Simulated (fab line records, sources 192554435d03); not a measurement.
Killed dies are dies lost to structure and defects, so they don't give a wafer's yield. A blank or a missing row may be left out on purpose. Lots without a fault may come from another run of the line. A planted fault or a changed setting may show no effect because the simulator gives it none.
Split-lot experiment | flow n5_finfet | 7 lots, 21 wafers read, on a route of 1938 steps

THE SPLIT
At N5_ILD0_ALD_15 (deposits SiNx, target thk 24 nm, pulse time 1 s, ald cycles 480), the setting ald_cycles was moved away from the recipe's 480 on 9 of the 21 wafers read, by -13.5% to +13.7%. The other wafers ran this setting at the recipe's value.

The reading is taken at the split's own step.

THE READING
SiNx_of_ILD0_ALD_15.thk_nm (the simulator's own value, which no gauge read), in nm, at N5_ILD0_ALD_15 (deposits SiNx, target thk 24 nm, pulse time 1 s, ald cycles 480). The file gives no usual value for it. The 12 wafers here that ran the recipe average 24.1 nm, standard deviation 0.087 nm.

wafer  | tool, chamber at the split | ald_cycles as run | against the recipe | SiNx_of_ILD0_ALD_15.thk_nm, nm | against lot-mates on the recipe
L074.1 | ald_sin-01, 3,0,1          | 480               | recipe             | 24                             | -
L074.2 | ald_sin-01, 3,0,1          | 480               | recipe             | 24                             | -
L074.4 | ald_sin-01, 3,0,1          | 480               | recipe             | 24                             | -
L076.1 | ald_sin-03, 3              | 480               | recipe             | 24                             | -
L076.3 | ald_sin-03, 0              | 480               | recipe             | 24.2                           | -
L076.4 | ald_sin-03, 2              | 419               | -12.7%             | 21                             | -3.1
L078.2 | ald_sin-03, 2,3            | 432               | -10.0%             | 21.6                           | -2.6
L078.3 | ald_sin-03, 2,3            | 432               | -10.0%             | 21.6                           | -2.6
L078.4 | ald_sin-03, 1              | 480               | recipe             | 24.2                           | -
L082.3 | ald_sin-01, 2,3            | 546               | +13.7%             | 27.4                           | +3.2
L082.6 | ald_sin-01, 2,3            | 546               | +13.7%             | 27.4                           | +3.2
L082.5 | ald_sin-01, 0              | 480               | recipe             | 24.2                           | -
L089.1 | ald_sin-03, 1              | 519               | +8.1%              | 26.2                           | +2.2
L089.2 | ald_sin-03, 2              | 519               | +8.1%              | 26                             | +2.0
L089.5 | ald_sin-03, 1              | 480               | recipe             | 24                             | -
L090.1 | ald_sin-04, 0,2,0          | 480               | recipe             | 24                             | -
L090.4 | ald_sin-04, 0,2,0          | 480               | recipe             | 24                             | -
L090.6 | ald_sin-04, 0,2,0          | 480               | recipe             | 24                             | -
L094.2 | ald_sin-01, 1              | 415               | -13.5%             | 20.8                           | -3.2
L094.4 | ald_sin-01, 2              | 480               | recipe             | 24                             | -
L094.5 | ald_sin-01, 0              | 415               | -13.5%             | 21                             | -3.0
Where a row lists several chambers, the file gives one row for several wafers and doesn't say which wafer went through which chamber.

THE FIT
A straight line over all 21 wafers: SiNx_of_ILD0_ALD_15.thk_nm changes by +0.241 nm for each +1% of ald_cycles; r = +1.00; the points scatter about the line by 0.095 nm.
The same after taking each lot's own level away (the mean of its wafers on the recipe; 21 wafers): +0.24 nm for each +1%; r = +1.00; scatter 0.12 nm.
On that fit, the largest move of ald_cycles shifts the reading by 3.3 nm.
The lots' own levels span 24.00 to 24.20 nm, that is 2.3 times the standard deviation above.
So the lot-to-lot level changes the slope little: the two slopes agree.
Check: with one of the wafers moved furthest among these (+13.7%) left out of the fit, the line predicts +3.33 nm for it against its lot-mates. It came out at +3.2 nm against them.

THE FILE'S OWN FIT
SiNx_of_ILD0_ALD_15.thk_nm changes by +0.241 nm for each +1% of ald_cycles, r = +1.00.
